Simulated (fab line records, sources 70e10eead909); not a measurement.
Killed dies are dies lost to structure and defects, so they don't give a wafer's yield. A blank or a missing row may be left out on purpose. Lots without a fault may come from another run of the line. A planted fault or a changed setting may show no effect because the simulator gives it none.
fab line records | flow nand_harc
record lots=6 wafers=14 last_day=33
route steps=1302 shown P_GATE@127
lots that met no fault: from a run of the same line without faults
start_h: hours from the record's first day to the start of the lot's first wafer shown | wait_h: hours since the lot's step before | " the same as in the row above | L1.1+2: a row that stands for several wafers | - no value, or no start given | * or withheld: withheld | < > ~ a bound
route shown NAME@n: a module of which the file shows steps, and the number in the route of the first | usual: mean/standard deviation of fault-free wafers | same: alike in all rows | chamber/n: place in a boat | sites: the reading at each site | _std_site: their standard deviation | _edge_site: outer sites' mean less inner sites' | radius_mm: how far each site lies from the wafer's centre | mask NAME#n: copy n | behind: the tool/chamber that last shaped the wafer | hold: why the lot was held/for how many hours/how that ended | device: the transistor (n, p or np) that didn't switch | end of line: the same wafers' tests at the end of the route | a step without rows: its recipe alone | killed: dies lost to structure and defects at the first sort, not the wafer's yield | map: a wafer's dies, x killed, . not, _ none there
set.NAME: the setting as run; set.NAME@STEP: as run at that earlier step | model.NAME: the simulator's own value behind a step, which no gauge read
lots at some steps of the route; a table a step, a row a wafer
services: from which hour (start_h, from the record's first day; less than 0 if before it) a tool's chamber was out of use, for how many hours, and why
## steps
# step NHARC_P_GATE_PRECLEAN_71
# recipe time_s=* temp_c=50 bath_age_min=0 chemistry=SC1
# step NHARC_P_GATE_SRD_72
# step NHARC_P_GATE_OXIDE_16
# recipe target_thk_a=30 temp_c=875 ox_time_s=392 material=SiO2
# step NHARC_P_GATE_CVD_17
# recipe target_thk_a=1500 temp_c=620 time_s=900 material=poly-Si
# step NHARC_P_GATE_HM_DEP_102
# recipe target_thk_a=1200 temp_c=400 material=aC
# usual throttle_valve_pct=35.001/0.0087
# columns lot.wafer tool chamber start_h wait_h throttle_valve_pct
L312.3 acl_dep-01 0 111.32 2.2 34.994
L312.5 " 0 " " 35.000
L312.6 " 0 " " 35.006
L318.2 acl_dep-03 0 173.84 0.5 35.014
L318.3 " 0 " " 35.004
L318.6 " 0 " " 34.993
L327.1 acl_dep-03 0 264.73 1.8 35.002
L328.1 acl_dep-01 0 272.98 0.4 35.007
L330.1 acl_dep-01 0 294.75 0.8 35.012
L330.5 " 0 " " 35.008
L330.6 " 0 " " 34.998
L331.3 acl_dep-01 0 302.15 0.6 35.020
L331.4 " 0 " " 34.995
L331.6 " 0 " " 34.997
# step NHARC_P_GATE_DEP_103
# recipe target_thk_a=300 target_thk_nm=30 temp_c=400 flow_sccm=200 rf_w=350 material=SiON
# usual heater_power_w=808/120
# columns lot.wafer tool chamber start_h wait_h heater_power_w since_wet_clean_h
L312.3 pecvd-01 0 111.80 0.4 719 150
L312.6 " 0 " " 731 -
L312.5 " 1 " " 785 -
L318.2 pecvd-01 1 174.40 0.5 793 31
L318.3 " 1 " " 778 -
L318.6 " 2 " " 977 -
L327.1 pecvd-02 0 265.44 0.6 1021 25
L328.1 pecvd-01 2 273.73 0.6 873 131
L330.1 pecvd-02 0 295.46 0.6 989 55
L330.5 " 2 " " 898 -
L330.6 " 0 " " 974 -
L331.4 pecvd-02 2 302.69 0.3 803 -
L331.3 " 0 " " 1011 -
L331.6 " 2 " " 806 -
# step NHARC_P_GATE_DEHYDRATE_18
# recipe temp_c=150 time_s=120
# step NHARC_P_GATE_HMDS_19
# recipe time_s=30
# step NHARC_P_GATE_COAT_20
# recipe spin_rpm=1500 resist_thk_nm=90
# step NHARC_P_GATE_SOFTBAKE_21
# recipe temp_c=105 time_s=55
# step NHARC_P_GATE_EBR_22
# step NHARC_P_GATE_EXPOSE_23
# recipe na=1.35 target_cd_nm=120 dose_mj=93.91 mask_id=P_GATE
# step NHARC_P_GATE_PEB_24
# recipe peb_temp_c=100 peb_time_s=65
# usual chill_plate_temp_C=22.98/0.11
# columns lot.wafer tool chamber start_h wait_h chill_plate_temp_C
L312.3 litho_track-04 0 112.37 0.0 23.06
L312.5 " 0 " " 22.80
L312.6 " 0 " " 22.94
L318.2 litho_track-01 0 175.08 0.1 23.03
L318.3 " 0 " " 23.08
L318.6 " 0 " " 23.11
L327.1 litho_track-04 0 265.85 0.1 22.95
L328.1 litho_track-04 0 274.37 0.1 22.99
L330.1 litho_track-06 0 296.10 0.1 23.01
L330.5 " 0 " " 22.92
L330.6 " 0 " " 23.00
L331.3 litho_track-01 0 303.29 0.0 23.04
L331.4 " 0 " " 22.84
L331.6 " 0 " " 22.92
# step NHARC_P_GATE_DEVELOP_25
# recipe develop_time_s=35 dev_temp_c=23
# step NHARC_P_GATE_CD_MEAS_26
# recipe target_cd_nm=120 landing_energy_ev=500
# usual cd_nm=120.0/0.65
# columns lot.wafer tool chamber start_h wait_h hold cd_nm
L312.3 cd_sem-02 0 112.46 - - 120.5
L312.5 " 0 " " - 120.8
L312.6 " 0 " " - 120.3
L318.2 cd_sem-01 0 175.16 - - 119.4
L318.3 " 0 " " - 120.1
L318.6 " 0 " " - 121.1
L327.1 cd_sem-03 0 265.93 - await_dispo/0.2h/release 105.0
L327.1 cd_sem-03 0 - - - 104.8
L328.1 cd_sem-03 0 274.45 - await_dispo/0.2h/release 106.7
L328.1 cd_sem-03 0 - - - 106.5
L330.1 cd_sem-02 0 296.18 - - 120.5
L330.5 " 0 " " - 120.4
L330.6 " 0 " " - 120.5
L331.3 cd_sem-02 0 303.38 - - 118.7
L331.4 " 0 " " - 118.3
L331.6 " 0 " " - 120.2
# step NHARC_P_GATE_OVL_MEAS_27
# usual overlay_x_nm=-0.3/0.92 overlay_y_nm=0.0/0.91
# columns lot.wafer tool chamber start_h wait_h hold overlay_x_nm overlay_y_nm
L312.3 overlay-02 - 112.54 - - 0.2 1.3
L312.5 " - " " - 0.7 2.2
L312.6 " - " " - 0.0 2.1
L318.2 overlay-02 - 175.25 - - 0.0 -0.1
L318.3 " - " " - 0.2 -0.1
L318.6 " - " " - 0.5 -0.5
L327.1 overlay-01 - 268.68 - await_dispo/2.5h/release -1.3 0.3
L328.1 overlay-01 - 276.62 - await_dispo/1.9h/release -0.9 1.0
L330.1 overlay-02 - 296.27 - - -0.4 0.8
L330.5 " - " " - -0.6 0.0
L330.6 " - " " - -0.8 1.1
L331.3 overlay-02 - 303.46 - - -0.7 0.3
L331.4 " - " " - -1.0 0.2
L331.6 " - " " - -0.4 0.1
# step NHARC_P_GATE_INSPECT_28
# usual raw_defect_count=5.8/2.8
# columns lot.wafer tool chamber start_h wait_h raw_defect_count
L312.3 defect_inspect-02 - 112.58 0.0 5
L312.5 " - " " 6
L312.6 " - " " 7
L318.2 defect_inspect-02 - 175.30 0.1 2
L318.3 " - " " 8
L318.6 " - " " 8
L327.1 defect_inspect-01 - 268.72 0.0 6
L328.1 defect_inspect-02 - 276.66 0.0 2
L330.1 defect_inspect-02 - 296.30 0.0 9
L330.5 " - " " 3
L330.6 " - " " 6
L331.3 defect_inspect-02 - 303.50 0.0 3
L331.4 " - " " 2
L331.6 " - " " 7
# step NHARC_P_GATE_DESCUM_31
# recipe time_s=3 o2_flow_sccm=200 ar_flow_sccm=0 bias_power_w=0 chemistry=O2
# usual drypump_motor_current_A=5.7/0.47 oes_product_au=1.001/0.0087 rf_vpp_V=57.7/0.89 showerhead_plenum_p_Torr=1.91/0.081 throttle_valve_pct=11.310/0.0089
# columns lot.wafer tool chamber start_h wait_h drypump_motor_current_A oes_product_au rf_hours_counter_h rf_vpp_V showerhead_plenum_p_Torr throttle_valve_pct model.P_GATE.cd_nm
L312.3 rie_diel-10 1 112.71 0.1 5.2 1.005 2 58.1 1.95 11.326 121
L312.5 " 0 " " 5.7 0.997 - 57.6 1.85 11.306 120.6
L312.6 " 1 " " 5.2 1.003 - 58.1 1.95 11.295 120.4
L318.2 rie_diel-02 1 175.36 0.1 5.8 1.004 10 56.2 1.81 11.315 119.7
L318.3 " 2 " " 6.0 1.004 9 57.4 2.04 11.311 119.7
L318.6 " 1 " " 5.8 0.997 - 57.7 1.81 11.321 121.5
L327.1 rie_diel-02 3 268.86 0.1 5.3 0.985 3 56.8 1.91 11.322 104.9
L328.1 rie_diel-06 1 276.74 0.1 5.1 0.995 5 58.7 1.97 11.299 106.2
L330.1 rie_diel-10 2 296.39 0.1 6.4 0.998 2 58.5 1.90 11.303 119.7
L330.5 " 3 " " 6.4 1.004 - 57.6 1.80 11.312 120.8
L330.6 " 0 " " 5.7 1.011 - 58.7 1.84 11.308 120.3
L331.3 rie_diel-06 1 303.55 0.1 5.1 0.999 6 58.5 1.97 11.307 118.9
L331.4 " 0 " " 5.9 1.004 7 57.3 1.95 11.298 117.7
L331.6 " 2 " " 5.1 0.985 - 57.1 1.78 11.314 120.5
# step NHARC_P_GATE_ETCH_104
# recipe target_depth_a=600 time_s=withheld cf4_flow_sccm=100 chf3_flow_sccm=30 ar_flow_sccm=0 rf_w=500 bias_w=200 chemistry=CF4/CHF3
# usual drypump_motor_current_A=5.7/0.48 oes_product_au=0.954/0.02 rf_vpp_V=370.6/2.3 showerhead_plenum_p_Torr=1.57/0.06 throttle_valve_pct=16.802/0.0088
# columns lot.wafer tool chamber start_h wait_h drypump_motor_current_A oes_product_au rf_vpp_V showerhead_plenum_p_Torr throttle_valve_pct
L312.3 rie_diel-10 3 112.82 0.1 6.3 0.957 366.4 1.48 16.791
L312.5 " 0 " " 5.7 0.950 368.8 1.52 16.800
L312.6 " 1 " " 5.2 0.954 373.1 1.60 16.794
L318.2 rie_diel-02 1 175.45 0.1 5.8 0.937 367.9 1.49 16.820
L318.3 " 3 " " 5.2 0.929 370.4 1.57 16.806
L318.6 " 1 " " 5.9 0.940 367.8 1.49 16.812
L327.1 rie_diel-02 3 268.95 0.1 5.3 0.959 368.2 1.57 16.804
L328.1 rie_diel-06 0 276.80 0.1 5.9 0.969 372.8 1.60 16.806
L330.1 rie_diel-10 2 296.45 0.1 6.4 0.986 369.3 1.56 16.820
L330.5 " 1 " " 5.2 0.995 370.2 1.60 16.790
L330.6 " 2 " " 6.4 0.975 370.7 1.56 16.796
L331.3 rie_diel-06 1 303.64 0.1 5.1 0.945 373.9 1.62 16.796
L331.4 " 2 " " 5.2 0.950 367.4 1.47 16.802
L331.6 " 0 " " 5.9 0.964 370.6 1.60 16.819
# step NHARC_P_GATE_HM_OPEN_105
# recipe target_depth_a=3600 o2_flow_sccm=400 cos_flow_sccm=20 ar_flow_sccm=0 rf_w=500 bias_w=300 chemistry=O2/COS
# usual cos_flow_sccm=20.00/0.06 drypump_motor_current_A=5.7/0.48 oes_product_au=1.000/0.0091 rf_vpp_V=467.0/2.8 showerhead_plenum_p_Torr=3.11/0.13 throttle_valve_pct=28.330/0.0096
# columns lot.wafer tool chamber start_h wait_h cos_flow_sccm drypump_motor_current_A oes_product_au rf_hours_counter_h rf_vpp_V showerhead_plenum_p_Torr throttle_valve_pct
L312.3 rie_diel-10 0 - - 19.97 5.7 0.999 2 465.5 3.02 28.309
L312.5 " 2 " " 19.92 6.4 1.015 - 466.9 3.11 28.327
L312.6 " 3 " " 20.03 6.4 1.003 - 464.3 2.95 28.317
L318.3 rie_diel-02 3 - - 20.11 5.3 1.003 9 468.3 3.12 28.332
L318.2 " 1 " " 19.94 5.8 1.003 10 464.4 2.96 28.330
L318.6 " 2 " " 20.03 6.0 1.000 - 471.6 3.32 28.315
L327.1 rie_diel-02 0 - - 19.99 5.0 1.007 2 467.5 3.14 28.313
L328.1 rie_diel-06 2 - - 19.98 5.2 0.989 6 462.3 2.91 28.323
L330.1 rie_diel-10 0 - - 19.97 5.7 1.011 2 465.0 3.01 28.333
L330.6 " 3 " " 20.02 6.3 1.015 - 464.4 2.94 28.338
L330.5 " 0 " " 20.12 5.7 1.006 - 464.5 3.01 28.322
L331.4 rie_diel-06 3 - - 19.99 6.2 1.024 7 468.3 3.21 28.326
L331.3 " 0 " " 20.04 5.9 0.997 7 468.3 3.18 28.319
L331.6 " 0 " " 19.98 5.9 1.011 - 467.7 3.18 28.354
# step NHARC_P_GATE_STRIP_106
# recipe o2_flow_sccm=400 cos_flow_sccm=20 ar_flow_sccm=0 bias_w=0 chemistry=O2/COS
# step NHARC_P_GATE_ETCH_114
# recipe target_depth_a=300 overetch_a=30 time_s=16.5 ion_energy_ev=100 cf4_flow_sccm=80 o2_flow_sccm=20 ar_flow_sccm=0 rf_w=300 bias_w=100 chemistry=CF4/O2
# step NHARC_P_GATE_ETCH_32
# recipe target_depth_a=1500 over_etch_frac=1 over_etch_ion_energy_ev=40 time_s=100.1 hbr_flow_sccm=150 cl2_flow_sccm=50 rf_w=400 icp_w=400 bias_w=100 chemistry=HBr/Cl2
# usual drypump_motor_current_A=5.7/0.47 he_backside_leak_sccm=2.73/0.22 oes_product_au=0.998/0.012 throttle_valve_pct=26.406/0.0092
# same over_etch_frac=1
# columns lot.wafer tool chamber start_h wait_h drypump_motor_current_A he_backside_leak_sccm oes_product_au rf_hours_counter_h throttle_valve_pct model.P_GATE.cd_nm
L312.3 rie_si-02 2 113.55 - 5.7 2.76 0.986 0.0 26.395 116.6
L312.5 " 1 " " 4.8 2.45 0.988 - 26.406 120.7
L312.6 " 2 " " 5.7 2.94 0.991 - 26.394 120.4
L318.3 rie_si-06 3 175.83 - 6.1 2.66 1.001 0.5 26.403 117.7
L318.2 " 0 " " 6.0 2.67 0.988 0.6 26.405 119.3
L318.6 " 3 " " 6.1 2.57 1.011 - 26.412 119.7
L327.1 rie_si-06 3 269.40 - 6.1 2.53 1.003 0.1 26.402 100.9
L328.1 rie_si-02 2 286.03 - 5.7 2.75 0.989 1.1 26.393 110.3
L330.1 rie_si-06 0 296.87 - 6.1 2.41 0.988 0.3 26.401 119.5
L330.5 " 1 " " 5.7 2.88 0.980 - 26.403 121.4
L330.6 " 2 " " 5.3 2.59 0.984 - 26.394 124.6
L331.3 rie_si-06 2 304.03 - 5.3 2.49 0.974 0.3 26.396 122.3
L331.4 " 3 " " 6.1 2.55 0.994 0.3 26.398 116.4
L331.6 " 2 " " 5.3 2.62 0.967 - 26.403 124.4
# step NHARC_P_GATE_STRIP_108
# recipe o2_flow_sccm=500 ar_flow_sccm=0 bias_w=0 chemistry=O2
# usual drypump_motor_current_A=5.7/0.49 oes_product_au=1.001/0.009 rf_vpp_V=57.7/0.82 showerhead_plenum_p_Torr=3.50/0.13 throttle_valve_pct=17.036/0.0098
# columns lot.wafer tool chamber start_h wait_h drypump_motor_current_A oes_product_au rf_hours_counter_h rf_vpp_V showerhead_plenum_p_Torr throttle_valve_pct
L312.3 rie_diel-06 3 113.69 - 6.2 1.006 6.1 58.9 3.63 17.034
L312.5 " 3 " " 6.2 0.999 - 58.0 3.63 17.057
L312.6 " 0 " " 5.9 1.002 - 57.6 3.60 17.042
L318.3 rie_diel-06 0 176.02 - 5.9 0.993 1.0 59.6 3.60 17.049
L318.2 " 2 " " 5.2 1.005 1.1 56.6 3.30 17.035
L318.6 " 0 " " 5.9 1.000 - 57.7 3.60 17.050
L327.1 rie_diel-10 3 269.56 - 6.4 1.001 0.6 57.3 3.33 17.032
L328.1 rie_diel-02 1 286.21 - 5.8 0.999 4.8 58.3 3.34 17.033
L330.1 rie_diel-02 3 297.02 - 5.3 0.994 6.7 58.0 3.52 17.037
L330.6 " 1 " " 5.8 1.011 - 56.7 3.34 17.022
L330.5 " 2 " " 6.0 1.010 - 59.0 3.74 17.020
L331.3 rie_diel-02 3 304.18 - 5.3 0.990 6.8 58.7 3.52 17.046
L331.4 " 2 " " 6.0 1.004 6.6 58.3 3.74 17.038
L331.6 " 3 " " 5.3 0.991 - 58.3 3.52 17.042
## services
# columns tool chamber start_h hours kind
rie_si-06 2 95.87 5.0 repair
rie_diel-02 0 109.07 7.3 repair
pecvd-01 - 130.16 13.0 pm
rie_diel-06 - 130.20 9.0 pm
pecvd-02 0 134.60 5.5 repair
pecvd-01 - 146.25 0.4 repair
rie_diel-10 2 159.56 16.5 repair
rie_diel-10 1 170.50 2.6 repair
rie_si-06 2 172.78 2.6 repair
rie_diel-06 3 182.51 5.0 repair
acl_dep-01 - 189.11 13.0 pm
rie_diel-02 1 190.69 22.9 repair
rie_diel-06 2 192.54 2.5 repair
rie_diel-02 0 192.58 42.1 repair
rie_diel-02 - 216.85 9.0 pm
pecvd-01 - 217.51 0.4 repair
pecvd-02 - 227.59 13.0 pm
rie_si-06 3 230.06 17.1 repair
rie_diel-10 - 232.16 0.1 repair
rie_diel-10 - 242.50 9.0 pm
rie_si-06 - 247.36 0.2 repair
rie_si-06 - 249.02 9.0 pm
pecvd-01 0 270.38 3.7 repair
pecvd-01 - 283.03 2.5 repair
## key
first_sign step=NHARC_P_GATE_CD_MEAS_26 reading=visit direction=added
effect step=NHARC_P_GATE_CD_MEAS_26 reading=cd_nm direction=down sigmas=22 usual=120.0 struck=105.8
model_effect step=NHARC_P_GATE_DESCUM_31 value=P_GATE.cd_nm without=120.3 struck=105.6
model_effect step=NHARC_P_GATE_ETCH_32 value=P_GATE.cd_nm without=120.3 struck=105.6
met_at NHARC_P_GATE_PEB_24
struck_wafers L327.1,L328.1
sort_left_out L327.1,L328.1
tester_left_out L327,L328
onset_between 112.37 265.85
fault kind=process_parameter_drift tool=litho_track-04 chamber=- onset_h=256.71 steps=NHARC_P_GATE_PEB_24 channel=peb_time_s offset=* shape=step end_h=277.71 scope=struck_wafers_only acts_in=* stated=*
# tester_left_out: of these lots the tester's yield and bins aren't shown, on N5 and GAA mostly nor the transistor test; their killed dies are dies lost to structure and defects alone, not to doping, threshold or leakage, so they don't give the yield
# sort_left_out: the simulated sort isn't trusted on such a fault, so these wafers' sort isn't shown, and their yield isn't known
